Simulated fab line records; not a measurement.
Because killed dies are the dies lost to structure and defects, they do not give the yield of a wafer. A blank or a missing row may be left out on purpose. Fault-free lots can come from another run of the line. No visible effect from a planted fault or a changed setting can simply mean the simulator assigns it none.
fab line records | flow n5-finfet
record: lots: 7 | wafers: 21
route steps=1938 shown BEOL_M5@1123 BEOL_M6@1212
start-h: hours from the record's first day to the start of the lot's first wafer shown | wait-h: how many hours have passed since the lot's step before this one | " as in the row above | L1.1+2: a row that stands for several wafers | - no value, or no start was given | * or withheld: withheld | < > ~ a bound
route shown NAME@n: NAME is a module with steps in the file, n the number in the route of the first one | usual: the fault-free wafers' mean and standard deviation | same: alike in all rows | chamber/n: place in a boat | sites: readings site by site | _std_site: the values' standard deviation | _edge_site: the outer-site mean with the inner-site mean subtracted | radius-mm: for every site, how far away it sits from the centre of the wafer | mask NAME#n: copy n | behind: the tool/chamber that last shaped the wafer | hold: cause of the lot's hold/its duration in hours/its outcome | device: names the non-switching transistor (n, p or np) | end of line: tests of these same wafers at the route's end | a step with no rows: only its recipe | killed: the dies lost at the first sort to structure and to defects; this is not the yield of the wafer | map: shows each die of a wafer: x if killed, . if not, _ if none is there
set.NAME: the setting that was run; set.NAME@STEP: the one run at that earlier step | model.NAME: the simulator's own value behind a step, which no gauge read
lots run with intentionally changed settings; tables by step, rows by wafer
== steps ==
step: N5_BEOL_M5_EXPOSE_08
recipe: mask-id: M5 | na: 0.33 | source-shape: annular | sigma-inner: 0.4 | sigma-outer: 0.8 | polarization: unpolarized | target-cd-nm: 28 | dose-mj: 35.75
lot.wafer  | tool           | chamber | start-h | wait-h | mask | set.dose-mj
L075.1+6   | euv-scanner-02 | 0       | 186.48  | -      | M5#0 | 35.75
L075.5     | "              | 0       | "       | "      | M5#0 | 34.25
L077.2+4+5 | euv-scanner-01 | 0       | 186.65  | -      | M5#0 | 35.75
L081.2+4+6 | euv-scanner-01 | 0       | 211.84  | -      | M5#0 | 35.75
L090.4     | euv-scanner-02 | 0       | 268.40  | -      | M5#0 | 35.75
L090.5+6   | "              | 0       | "       | "      | M5#0 | 37.59
L091.3+5+6 | euv-scanner-01 | 0       | 276.12  | -      | M5#0 | 34.21
L092.1+3   | euv-scanner-01 | 0       | 283.15  | -      | M5#0 | 38.34
L092.4     | "              | 0       | "       | "      | M5#0 | 35.75
L093.1     | euv-scanner-02 | 0       | 287.02  | -      | M5#0 | 35.75
L093.3+6   | "              | 0       | "       | "      | M5#0 | 38.04
step: N5_BEOL_M5_PEB_09
recipe: peb-temp-c: 100 | peb-time-s: 60 | resist: CAR-EUV
step: N5_BEOL_M5_DEVELOP_10
recipe: develop-time-s: 30 | developer: TMAH | resist: CAR-EUV | rinse-liquid: surfactant-rinse | dry: air-spin | dev-temp-c: 23
step: N5_BEOL_M5_CD_MEAS_11
recipe: target-cd-nm: 27.74 | landing-energy-ev: 500 | detector: se-inlens
usual: cd-nm: 27.93/0.28
lot.wafer | tool      | chamber | start-h | wait-h | set.dose-mj@BEOL_M5_EXPOSE_08 | cd-nm
L075.1    | cd-sem-02 | 0       | 186.60  | -      | 35.75                         | 28.04
L075.5    | "         | 0       | "       | "      | 34.25                         | 26.81
L075.6    | "         | 0       | "       | "      | 35.75                         | 27.97
L077.2    | cd-sem-01 | 0       | 186.77  | -      | 35.75                         | 28.25
L077.4    | "         | 0       | "       | "      | 35.75                         | 27.59
L077.5    | "         | 0       | "       | "      | 35.75                         | 27.92
L081.2    | cd-sem-02 | 0       | 211.97  | -      | 35.75                         | 28.25
L081.4    | "         | 0       | "       | "      | 35.75                         | 28.10
L081.6    | "         | 0       | "       | "      | 35.75                         | 28.27
L090.4    | cd-sem-01 | 0       | 268.51  | -      | 35.75                         | 27.76
L090.5    | "         | 0       | "       | "      | 37.59                         | 29.23
L090.6    | "         | 0       | "       | "      | 37.59                         | 29.20
L091.3    | cd-sem-01 | 0       | 276.23  | -      | 34.21                         | 26.72
L091.5    | "         | 0       | "       | "      | 34.21                         | 26.59
L091.6    | "         | 0       | "       | "      | 34.21                         | 26.33
L092.1    | cd-sem-03 | 0       | 283.28  | -      | 38.34                         | 29.20
L092.3    | "         | 0       | "       | "      | 38.34                         | 28.96
L092.4    | "         | 0       | "       | "      | 35.75                         | 27.56
L093.1    | cd-sem-02 | 0       | 287.14  | -      | 35.75                         | 27.78
L093.3    | "         | 0       | "       | "      | 38.04                         | 29.19
L093.6    | "         | 0       | "       | "      | 38.04                         | 29.52
step: N5_BEOL_M5_DESCUM_16
recipe: chemistry: O2 | time-s: 7 | source-power-w: 50 | bias-power-w: 20 | pressure-mtorr: 20 | rf-frequency-hz: 2.712e+07 | temp-c: 40 | resist: CAR-EUV | o2-flow-sccm: 225
lot.wafer | tool        | chamber | start-h | wait-h | set.dose-mj@BEOL_M5_EXPOSE_08 | model.BEOL_M5.cd-nm
L075.1    | rie-diel-01 | 0       | 186.73  | 0.0    | 35.75                         | 28
L075.5    | "           | 1       | "       | "      | 34.25                         | 27.2
L075.6    | "           | 2       | "       | "      | 35.75                         | -
L077.2+4  | rie-diel-06 | 0,1     | 186.89  | 0.0    | 35.75                         | 28
L077.5    | "           | 2       | "       | "      | 35.75                         | 27.8
L081.2    | rie-diel-03 | 3       | 212.24  | 0.2    | 35.75                         | 28
L081.4    | "           | 2       | "       | "      | 35.75                         | 28.2
L081.6    | "           | 2       | "       | "      | 35.75                         | 28.4
L090.4    | rie-diel-06 | 3       | 268.63  | 0.0    | 35.75                         | 27.6
L090.5+6  | "           | 3,2     | "       | "      | 37.59                         | 29
L091.3+6  | rie-diel-03 | 3       | 276.35  | 0.0    | 34.21                         | 26.6
L091.5    | "           | 1       | "       | "      | 34.21                         | 26.2
L092.1+3  | rie-diel-03 | 1,0     | 287.10  | 3.7    | 38.34                         | 29.2
L092.4    | "           | 3       | "       | "      | 35.75                         | 27.6
L093.1    | rie-diel-03 | 2       | 289.71  | 2.5    | 35.75                         | 27.8
L093.3+6  | "           | 3,0     | "       | "      | 38.04                         | 29.2
step: N5_BEOL_M5_ETCH_72
recipe: chemistry: N2/H2 | target: underlayer | target-depth-a: 65 | mask-material: CAR-EUV | time-s: 5.2 | ion-energy-ev: 200 | pressure-mtorr: 30 | source-w: 840 | bias-w: 150 | n2-flow-sccm: 200 | h2-flow-sccm: 200 | ends: cleared
lot.wafer | tool        | chamber | start-h | wait-h | set.dose-mj@BEOL_M5_EXPOSE_08 | model.BEOL_M5.cd-nm
L075.1+6  | rie-diel-01 | 0,2     | 186.76  | 0.0    | 35.75                         | 28.2
L075.5    | "           | 1       | "       | "      | 34.25                         | 27.4
L077.2    | rie-diel-06 | 0       | 186.93  | 0.0    | 35.75                         | 28.2
L077.4    | "           | 1       | "       | "      | 35.75                         | 28
L077.5    | "           | 2       | "       | "      | 35.75                         | 27.8
L081.2    | rie-diel-03 | 3       | 212.28  | 0.0    | 35.75                         | 28
L081.4    | "           | 2       | "       | "      | 35.75                         | 28.2
L081.6    | "           | 2       | "       | "      | 35.75                         | 28.4
L090.4    | rie-diel-06 | 3       | 268.66  | 0.0    | 35.75                         | 27.6
L090.5+6  | "           | 3,2     | "       | "      | 37.59                         | 28.8
L091.3    | rie-diel-03 | 3       | 276.39  | 0.0    | 34.21                         | 26.6
L091.5    | "           | 1       | "       | "      | 34.21                         | 26.2
L091.6    | "           | 3       | "       | "      | 34.21                         | 26.4
L092.1+3  | rie-diel-03 | 1,0     | 287.13  | 0.0    | 38.34                         | 29.2
L092.4    | "           | 3       | "       | "      | 35.75                         | 27.6
L093.1    | rie-diel-03 | 2       | 289.75  | 0.0    | 35.75                         | 27.8
L093.3    | "           | 3       | "       | "      | 38.04                         | 29.2
L093.6    | "           | 0       | "       | "      | 38.04                         | 29
step: N5_BEOL_M5_ETCH_61
recipe: chemistry: CF4 | target: SiARC | target-depth-a: 156 | mask-material: CAR-EUV | time-s: 26 | ion-energy-ev: 80 | pressure-mtorr: 40 | source-w: 545 | bias-w: 36 | Ar_flow_sccm: 100 | cf4-flow-sccm: 100 | ends: cleared
step: N5_BEOL_M5_ETCH_62
recipe: chemistry: N2/H2 | target: SOC | target-depth-a: 750 | overetch-a: 150 | mask-material: SiARC | temp-c: 40 | time-s: 112.5 | ion-energy-ev: 200 | pressure-mtorr: 30 | source-w: 840 | bias-w: 150 | n2-flow-sccm: 200 | h2-flow-sccm: 200
step: N5_BEOL_M5_STRIP_73
recipe: chemistry: N2/H2 | temp-c: 40 | n2-flow-sccm: 200 | h2-flow-sccm: 200 | rf-frequency-hz: 6e+07
step: N5_BEOL_M5_STRIP_64
recipe: chemistry: CF4 | resist: SiARC | power-w: 300 | bias-power-w: 75 | pressure-mtorr: 50 | cf4-flow-sccm: 150 | rf-frequency-hz: 6e+07
step: N5_BEOL_M5_HM_OPEN_17
recipe: chemistry: Cl2/BCl3 | target-depth-a: 200 | overetch-a: 60 | target: TiN | mask-material: SOC | ion-energy-ev: 150 | pressure-mtorr: 10 | icp-w: 1000 | bias-w: 126 | Cl2_flow_sccm: 53.25 | bcl3-flow-sccm: 21.75 | Ar_flow_sccm: 25
lot.wafer | tool         | chamber | start-h | wait-h | set.target-thk-a@BEOL_M5_HM_DEP_02 | set.dose-mj@BEOL_M5_EXPOSE_08 | model.etch.depth-nm | model.BEOL_M5.cd-nm
L075.1    | rie-metal-02 | 0       | 186.98  | 0.0    | 226.2                              | 35.75                         | 22.69               | 28.2
L075.5    | "            | 0       | "       | "      | 200                                | 34.25                         | 19.82               | 27
L075.6    | "            | 1       | "       | "      | 226.2                              | 35.75                         | 22.67               | 28.2
L077.2    | rie-metal-03 | 0       | 187.14  | 0.0    | 208.4                              | 35.75                         | 20.96               | 28.4
L077.4    | "            | 0       | "       | "      | 200                                | 35.75                         | 20.18               | 28.4
L077.5    | "            | 1       | "       | "      | 200                                | 35.75                         | 20.29               | 28
L081.2    | rie-metal-02 | 0       | 212.52  | 0.1    | 200                                | 35.75                         | 20.19               | 28
L081.4    | "            | 0       | "       | "      | 200                                | 35.75                         | 20                  | 28.4
L081.6    | "            | 0       | "       | "      | 200                                | 35.75                         | 20.26               | 28.4
L090.4    | rie-metal-01 | 1       | 268.91  | 0.1    | 200                                | 35.75                         | 20.03               | 27.4
L090.5    | "            | 0       | "       | "      | 223.2                              | 37.59                         | 22.51               | 28.6
L090.6    | "            | 1       | "       | "      | 223.2                              | 37.59                         | 22.4                | 29
L091.3    | rie-metal-01 | 1       | 276.63  | 0.1    | 190.5                              | 34.21                         | 18.88               | 26.6
L091.5    | "            | 0       | "       | "      | 200                                | 34.21                         | 19.79               | 26
L091.6    | "            | 1       | "       | "      | 190.5                              | 34.21                         | 19.14               | 26.4
L092.1    | rie-metal-01 | 0       | 287.35  | 0.0    | 200                                | 38.34                         | 20.13               | 29.4
L092.3    | "            | 0       | "       | "      | 200                                | 38.34                         | 19.47               | 29.6
L092.4    | "            | 1       | "       | "      | 200                                | 35.75                         | 19.94               | 28
L093.1    | rie-metal-02 | 0       | 289.98  | 0.0    | 200                                | 35.75                         | 19.82               | 27.8
L093.3    | "            | 1       | "       | "      | 200                                | 38.04                         | 20.22               | 28.8
L093.6    | "            | 1       | "       | "      | 200                                | 38.04                         | 19.97               | 29
step: N5_BEOL_M5_STRIP_19
recipe: chemistry: O2 | power-w: 400 | temp-c: 40 | pressure-mtorr: 30 | rf-frequency-hz: 6e+07 | bias-power-w: 0 | overash-fraction: 0.2 | o2-flow-sccm: 225
step: N5_BEOL_M5_CD_MEAS_18
recipe: pitch-nm: 56 | target-cd-nm: 28
usual: cd-nm: 28.0/0.35
lot.wafer | tool      | chamber | start-h | wait-h | set.dose-mj@BEOL_M5_EXPOSE_08 | cd-nm
L075.1    | cd-sem-02 | -       | 187.16  | 0.0    | 35.75                         | 28.2
L075.5    | "         | -       | "       | "      | 34.25                         | 27.3
L075.6    | "         | -       | "       | "      | 35.75                         | 28.0
L077.2    | cd-sem-01 | -       | 187.32  | 0.1    | 35.75                         | 28.6
L077.4    | "         | -       | "       | "      | 35.75                         | 28.5
L077.5    | "         | -       | "       | "      | 35.75                         | 28.0
L081.2    | cd-sem-01 | -       | 212.76  | 0.1    | 35.75                         | 28.0
L081.4    | "         | -       | "       | "      | 35.75                         | 28.2
L081.6    | "         | -       | "       | "      | 35.75                         | 28.7
L090.4    | cd-sem-03 | -       | 269.18  | 0.1    | 35.75                         | 27.6
L090.5    | "         | -       | "       | "      | 37.59                         | 28.6
L090.6    | "         | -       | "       | "      | 37.59                         | 28.8
L091.3    | cd-sem-03 | -       | 276.78  | 0.1    | 34.21                         | 26.8
L091.5    | "         | -       | "       | "      | 34.21                         | 26.0
L091.6    | "         | -       | "       | "      | 34.21                         | 26.2
L092.1    | cd-sem-01 | -       | 287.57  | 0.1    | 38.34                         | 29.6
L092.3    | "         | -       | "       | "      | 38.34                         | 29.8
L092.4    | "         | -       | "       | "      | 35.75                         | 27.6
L093.1    | cd-sem-02 | -       | 290.37  | 0.0    | 35.75                         | 28.0
L093.3    | "         | -       | "       | "      | 38.04                         | 29.0
L093.6    | "         | -       | "       | "      | 38.04                         | 28.9
step: N5_BEOL_M5_COAT_65
recipe: resist: SOC | temp-c: 250 | time-s: 60 | spin-rpm: 1500 | resist-thk-nm: 60
step: N5_BEOL_M5_COAT_66
recipe: resist: SiARC | temp-c: 220 | time-s: 60 | spin-rpm: 1500 | resist-thk-nm: 12
step: N5_BEOL_M5_ETCH_75
recipe: chemistry: N2/H2 | target: underlayer | target-depth-a: 65 | mask-material: CAR-EUV | time-s: 5.2 | ion-energy-ev: 200 | pressure-mtorr: 30 | source-w: 840 | bias-w: 150 | n2-flow-sccm: 200 | h2-flow-sccm: 200 | ends: cleared
step: N5_BEOL_M5_ETCH_67
recipe: chemistry: CF4 | target: SiARC | target-depth-a: 156 | mask-material: CAR-EUV | time-s: 26 | ion-energy-ev: 80 | pressure-mtorr: 40 | source-w: 545 | bias-w: 36 | Ar_flow_sccm: 100 | cf4-flow-sccm: 100 | ends: cleared
step: N5_BEOL_M5_ETCH_68
recipe: chemistry: N2/H2 | target: SOC | target-depth-a: 800 | overetch-a: 160 | mask-material: SiARC | temp-c: 40 | time-s: 120 | ion-energy-ev: 200 | pressure-mtorr: 30 | source-w: 840 | bias-w: 150 | n2-flow-sccm: 200 | h2-flow-sccm: 200
lot.wafer | tool        | chamber | start-h | wait-h | set.dose-mj@BEOL_M5_EXPOSE_08 | model.BEOL_M5.cd-nm
L075.1    | rie-diel-06 | 0       | 187.67  | 0.0    | 35.75                         | 28.4
L075.5    | "           | 3       | "       | "      | 34.25                         | 26.6
L075.6    | "           | 0       | "       | "      | 35.75                         | 28.6
L077.2    | rie-diel-01 | 2       | 187.97  | 0.0    | 35.75                         | 29.2
L077.4    | "           | 1       | "       | "      | 35.75                         | 29.4
L077.5    | "           | 3       | "       | "      | 35.75                         | 28.4
L081.2+6  | rie-diel-03 | 2,1     | 213.95  | 0.0    | 35.75                         | 28.2
L081.4    | "           | 0       | "       | "      | 35.75                         | 28.6
L090.4    | rie-diel-03 | 1       | 270.64  | 0.0    | 35.75                         | 27.8
L090.5    | "           | 3       | "       | "      | 37.59                         | 29.2
L090.6    | "           | 0       | "       | "      | 37.59                         | 29.4
L091.3    | rie-diel-01 | 3       | 278.19  | 0.0    | 34.21                         | 26.8
L091.5    | "           | 0       | "       | "      | 34.21                         | 26
L091.6    | "           | 3       | "       | "      | 34.21                         | 26.6
L092.1    | rie-diel-03 | 0       | 290.67  | 0.0    | 38.34                         | 29.2
L092.3    | "           | 3       | "       | "      | 38.34                         | 29.4
L092.4    | "           | 1       | "       | "      | 35.75                         | 27.8
L093.1    | rie-diel-03 | 0       | 294.01  | 0.0    | 35.75                         | 28
L093.3    | "           | 2       | "       | "      | 38.04                         | 28.8
L093.6    | "           | 2       | "       | "      | 38.04                         | 29.2
step: N5_BEOL_M5_STRIP_69
recipe: chemistry: N2/H2 | temp-c: 40 | n2-flow-sccm: 200 | h2-flow-sccm: 200 | rf-frequency-hz: 6e+07
step: N5_BEOL_M5_STRIP_76
recipe: chemistry: N2/H2 | temp-c: 40 | n2-flow-sccm: 200 | h2-flow-sccm: 200 | rf-frequency-hz: 6e+07
step: N5_BEOL_M5_STRIP_85
recipe: chemistry: C4F6/O2 | resist: SiARC | rf-frequency-hz: 6e+07
step: N5_BEOL_M5_STRIP_36
recipe: chemistry: N2/H2 | power-w: 450 | temp-c: 40 | pressure-mtorr: 20 | rf-frequency-hz: 6e+07 | overash-fraction: 0.3 | bias-power-w: 7 | h2-frac: 0.5 | n2-flow-sccm: 200 | h2-flow-sccm: 200
step: N5_BEOL_M5_TRENCH_ETCH_37
recipe: chemistry: C4F6/O2 | target-depth-a: 716.52 | target: SiCOH_lowk | time-s: 24.7 | ion-energy-ev: 250 | pressure-mtorr: 30 | source-w: 345 | bias-w: 185 | Ar_flow_sccm: 300 | C4F6_flow_sccm: 10 | O2_flow_sccm: 10
lot.wafer | tool        | chamber | start-h | wait-h | set.dose-mj@BEOL_M5_EXPOSE_08 | model.BEOL_M5.cd-nm
L075.1+6  | rie-diel-06 | 0       | -       | -      | 35.75                         | 28.2
L075.5    | "           | 3       | "       | "      | 34.25                         | 27.2
L077.2+4  | rie-diel-01 | 2,1     | -       | -      | 35.75                         | 28.4
L077.5    | "           | 3       | "       | "      | 35.75                         | 28
L081.2    | rie-diel-03 | 2       | -       | -      | 35.75                         | 28.2
L081.4+6  | "           | 0,1     | "       | "      | 35.75                         | 28.4
L090.4    | rie-diel-03 | 1       | -       | -      | 35.75                         | 27.6
L090.5    | "           | 3       | "       | "      | 37.59                         | 28.4
L090.6    | "           | 0       | "       | "      | 37.59                         | 28.8
L091.3    | rie-diel-01 | 3       | -       | -      | 34.21                         | 26.4
L091.5    | "           | 0       | "       | "      | 34.21                         | 26
L091.6    | "           | 3       | "       | "      | 34.21                         | 26.2
L092.1+3  | rie-diel-03 | 0,3     | -       | -      | 38.34                         | 29.4
L092.4    | "           | 1       | "       | "      | 35.75                         | 28
L093.1    | rie-diel-03 | 0       | -       | -      | 35.75                         | 27.6
L093.3+6  | "           | 2       | "       | "      | 38.04                         | 28.8
step: N5_BEOL_M5_ETCH_41
recipe: chemistry: CH3F/O2 | target: SiCN | target-depth-a: 315 | taper-deg: 2 | time-s: 56.7 | ion-energy-ev: 120 | mask-material: TiN | pressure-mtorr: 30 | source-w: 395 | bias-w: 75 | Ar_flow_sccm: 150 | CH3F_flow_sccm: 30 | O2_flow_sccm: 20
step: N5_BEOL_M5_STRIP_91
recipe: chemistry: N2/H2 | time-s: 10 | power-w: 450 | temp-c: 40 | pressure-mtorr: 20 | rf-frequency-hz: 6e+07 | bias-power-w: 7 | n2-flow-sccm: 200 | h2-flow-sccm: 200
step: N5_BEOL_M5_PRECLEAN_42
recipe: chemistry: residue-remover | time-s: 60 | temp-c: 40
step: N5_BEOL_M5_SRD_43
recipe: time-s: 30 | temp-c: 23 | rinse-liquid: diw | dry: ipa-marangoni
step: N5_BEOL_M5_CD_MEAS_35
recipe: target-cd-nm: 28 | target-cd-y-nm: 24 | polarity: opening
usual: cd-nm: 28.0/0.36
lot.wafer | tool      | chamber | start-h | wait-h | set.dose-mj@BEOL_M5_EXPOSE_08 | cd-nm
L075.1    | cd-sem-02 | -       | 188.16  | 0.0    | 35.75                         | 27.9
L075.5    | "         | -       | "       | "      | 34.25                         | 26.8
L075.6    | "         | -       | "       | "      | 35.75                         | 28.5
L077.2    | cd-sem-01 | -       | 188.47  | 0.0    | 35.75                         | 28.4
L077.4    | "         | -       | "       | "      | 35.75                         | 28.0
L077.5    | "         | -       | "       | "      | 35.75                         | 27.9
L081.2    | cd-sem-02 | -       | 214.45  | 0.0    | 35.75                         | 28.3
L081.4    | "         | -       | "       | "      | 35.75                         | 28.6
L081.6    | "         | -       | "       | "      | 35.75                         | 28.3
L090.4    | cd-sem-01 | -       | 271.10  | 0.0    | 35.75                         | 27.6
L090.5    | "         | -       | "       | "      | 37.59                         | 28.6
L090.6    | "         | -       | "       | "      | 37.59                         | 28.6
L091.3    | cd-sem-01 | -       | 278.69  | 0.0    | 34.21                         | 26.4
L091.5    | "         | -       | "       | "      | 34.21                         | 26.1
L091.6    | "         | -       | "       | "      | 34.21                         | 26.2
L092.1    | cd-sem-02 | -       | 291.17  | 0.0    | 38.34                         | 29.6
L092.3    | "         | -       | "       | "      | 38.34                         | 29.5
L092.4    | "         | -       | "       | "      | 35.75                         | 28.0
L093.1    | cd-sem-03 | -       | 294.51  | 0.0    | 35.75                         | 27.6
L093.3    | "         | -       | "       | "      | 38.04                         | 28.9
L093.6    | "         | -       | "       | "      | 38.04                         | 28.9
step: N5_BEOL_M6_ETCH_62
recipe: chemistry: N2/H2 | target: SOC | target-depth-a: 1100 | overetch-a: 220 | mask-material: SiARC | temp-c: 40 | time-s: 165 | ion-energy-ev: 200 | pressure-mtorr: 30 | source-w: 840 | bias-w: 150 | n2-flow-sccm: 200 | h2-flow-sccm: 200
usual: rf-vpp-V: 524.4/2.5
lot.wafer | tool        | chamber | start-h | wait-h | set.bias-w | rf-vpp-V | model.SiARC_of_BEOL_M6_COAT_60.thk-nm
L075.1    | rie-diel-05 | 2       | 197.67  | 0.0    | 150        | 526.7    | 28.4
L075.5    | "           | 0       | "       | "      | 150        | 527.7    | 28.4
L075.6    | "           | 3       | "       | "      | 162.3      | 549.6    | 27.6
L077.2    | rie-diel-04 | 1       | 199.59  | 0.0    | 128.5      | 474.8    | 29.8
L077.4    | "           | 3       | "       | "      | 150        | 529.0    | 28.4
L077.5    | "           | 0       | "       | "      | 150        | 524.3    | 28.4
L081.2    | rie-diel-05 | 3       | 226.26  | 0.0    | 150        | 521.8    | 28.2
L081.4    | "           | 1       | "       | "      | 150        | 521.6    | 28.2
L081.6    | "           | 1       | "       | "      | 150        | 521.6    | 28.2
L090.4    | rie-diel-02 | 2       | 279.57  | 0.0    | 138.4      | 495.6    | 29
L090.5    | "           | 2       | "       | "      | 138.4      | 492.3    | 29
L090.6    | "           | 1       | "       | "      | 150        | 523.7    | 28.2
L091.3    | rie-diel-05 | 3       | 288.46  | 0.0    | 150        | 523.7    | 28.2
L091.5    | "           | 3       | "       | "      | 150        | 522.2    | 28.2
L091.6    | "           | 2       | "       | "      | 150        | 527.2    | 28.4
L092.1    | rie-diel-02 | 3       | 299.87  | 0.0    | 150        | 521.9    | 28.6
L092.3    | "           | 2       | "       | "      | 150        | 519.6    | 28.2
L092.4    | "           | 0       | "       | "      | 150        | 525.5    | 28.4
L093.1    | rie-diel-04 | 0       | 304.74  | 0.0    | 129.5      | 475.0    | 29.6
L093.3    | "           | 3       | "       | "      | 150        | 526.9    | 28
L093.6    | "           | 0       | "       | "      | 150        | 522.7    | 28.4
step: N5_BEOL_M6_STRIP_19
recipe: chemistry: O2 | power-w: 400 | temp-c: 40 | pressure-mtorr: 30 | rf-frequency-hz: 6e+07 | bias-power-w: 0 | overash-fraction: 0.2 | o2-flow-sccm: 225
lot.wafer  | tool        | chamber | start-h | wait-h | set.temp-c
L075.1+5+6 | rie-diel-04 | 0,3,0   | 197.97  | 0.1    | 40
L077.2+5   | rie-diel-04 | 3       | 199.89  | 0.1    | 41.72
L077.4     | "           | 2       | "       | "      | 40
L081.2+4+6 | rie-diel-02 | 3,1,0   | 226.67  | 0.2    | 40
L090.4+5+6 | rie-diel-02 | 1,0,1   | 279.87  | 0.1    | 40
L091.3     | rie-diel-02 | 1       | 288.76  | 0.1    | 40
L091.5+6   | "           | 2,1     | "       | "      | 37
L092.1+4   | rie-diel-04 | 0,1     | 300.17  | 0.1    | 40
L092.3     | "           | 3       | "       | "      | 42.5
L093.1+3+6 | rie-diel-02 | 3,2,0   | 305.12  | 0.2    | 40
step: N5_BEOL_M6_ETCH_66
recipe: chemistry: N2/H2 | target: SOC | target-depth-a: 800 | overetch-a: 160 | mask-material: SiARC | temp-c: 40 | time-s: 120 | ion-energy-ev: 200 | pressure-mtorr: 30 | source-w: 840 | bias-w: 150 | n2-flow-sccm: 200 | h2-flow-sccm: 200
usual: rf-vpp-V: 524.3/2.5
lot.wafer | tool        | chamber | start-h | wait-h | set.bias-w | set.temp-c@BEOL_M6_STRIP_19 | rf-vpp-V | model.SiARC_of_BEOL_M6_COAT_64.thk-nm
L075.1    | rie-diel-04 | 2       | 198.99  | 0.0    | 150        | 40                          | 527.5    | 6.4
L075.5    | "           | 2       | "       | "      | 167.8      | 40                          | 564.5    | 5.6
L075.6    | "           | 1       | "       | "      | 167.8      | 40                          | 559.8    | 5.8
L077.2    | rie-diel-04 | 2       | 201.23  | 0.0    | 150        | 41.72                       | 525.0    | 6.4
L077.4    | "           | 0       | "       | "      | 131.5      | 40                          | 481.6    | 7.4
L077.5    | "           | 3       | "       | "      | 150        | 41.72                       | 529.4    | 6.4
L081.2    | rie-diel-02 | 2       | 228.28  | 0.0    | 150        | 40                          | 519.9    | 6.4
L081.4    | "           | 1       | "       | "      | 150        | 40                          | 525.3    | 6.2
L081.6    | "           | 0       | "       | "      | 150        | 40                          | 525.5    | 6.6
L090.4    | rie-diel-05 | 3       | 281.68  | 0.0    | 150        | 40                          | 522.8    | 6.4
L090.5    | "           | 3       | "       | "      | 150        | 40                          | 522.4    | 6.4
L090.6    | "           | 0       | "       | "      | 150        | 40                          | 526.4    | 6.6
L091.3    | rie-diel-04 | 3       | 289.49  | 0.0    | 150        | 40                          | 528.0    | 6.2
L091.5    | "           | 0       | "       | "      | 130.5      | 37                          | 478.9    | 7.6
L091.6    | "           | 3       | "       | "      | 130.5      | 37                          | 483.4    | 7.4
L092.1    | rie-diel-02 | 3       | 301.06  | 0.0    | 150        | 40                          | 521.9    | 6.8
L092.3    | "           | 1       | "       | "      | 176.4      | 42.5                        | 582.3    | 5.2
L092.4    | "           | 0       | "       | "      | 150        | 40                          | 524.3    | 6.6
L093.1    | rie-diel-02 | 0       | 306.55  | 0.0    | 160.4      | 40                          | 546.0    | 6
L093.3    | "           | 3       | "       | "      | 150        | 40                          | 520.1    | 6.6
L093.6    | "           | 1       | "       | "      | 160.4      | 40                          | 547.7    | 5.8
== key ==
split: step: N5_BEOL_M5_EXPOSE_08 | setting: dose-mj | stated: 35.75 | by: wafer
response: step: N5_BEOL_M5_CD_MEAS_11 | reading: cd-nm | change: +0.245 | per: 1% | r: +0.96
response: step: N5_BEOL_M5_DESCUM_16 | reading: model.BEOL_M5.cd-nm | change: +0.227 | per: 1% | r: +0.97
response: step: N5_BEOL_M5_ETCH_72 | reading: model.BEOL_M5.cd-nm | change: +0.214 | per: 1% | r: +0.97
response: step: N5_BEOL_M5_HM_OPEN_17 | reading: model.BEOL_M5.cd-nm | change: +0.219 | per: 1% | r: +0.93
response: step: N5_BEOL_M5_CD_MEAS_18 | reading: cd-nm | change: +0.219 | per: 1% | r: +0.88
response: step: N5_BEOL_M5_ETCH_68 | reading: model.BEOL_M5.cd-nm | change: +0.24 | per: 1% | r: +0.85
response: step: N5_BEOL_M5_TRENCH_ETCH_37 | reading: model.BEOL_M5.cd-nm | change: +0.197 | per: 1% | r: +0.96
response: step: N5_BEOL_M5_CD_MEAS_35 | reading: cd-nm | change: +0.224 | per: 1% | r: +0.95
split: step: N5_BEOL_M6_ETCH_62 | setting: bias-w | stated: 150 | by: wafer
response: step: N5_BEOL_M6_ETCH_62 | reading: rf-vpp-V | change: +3.54 | per: 1% | r: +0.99
response: step: N5_BEOL_M6_ETCH_62 | reading: model.SiARC_of_BEOL_M6_COAT_60.thk-nm | change: -0.1 | per: 1% | r: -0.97
split: step: N5_BEOL_M6_STRIP_19 | setting: temp-c | stated: 40 | by: wafer
response: step: N5_BEOL_M6_ETCH_66 | reading: model.SiARC_of_BEOL_M6_COAT_64.thk-nm | change: -0.206 | per: 1% | r: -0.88
split: step: N5_BEOL_M6_ETCH_66 | setting: bias-w | stated: 150 | by: wafer
response: step: N5_BEOL_M6_ETCH_66 | reading: rf-vpp-V | change: +3.43 | per: 1% | r: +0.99
response: step: N5_BEOL_M6_ETCH_66 | reading: model.SiARC_of_BEOL_M6_COAT_64.thk-nm | change: -0.0839 | per: 1% | r: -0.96
split outside-this-file step=N5_BEOL_M5_HM_DEP_02 setting=target-thk-a
split outside-this-file: this setting was split too, and the file shows its column; the key of that split is in another file
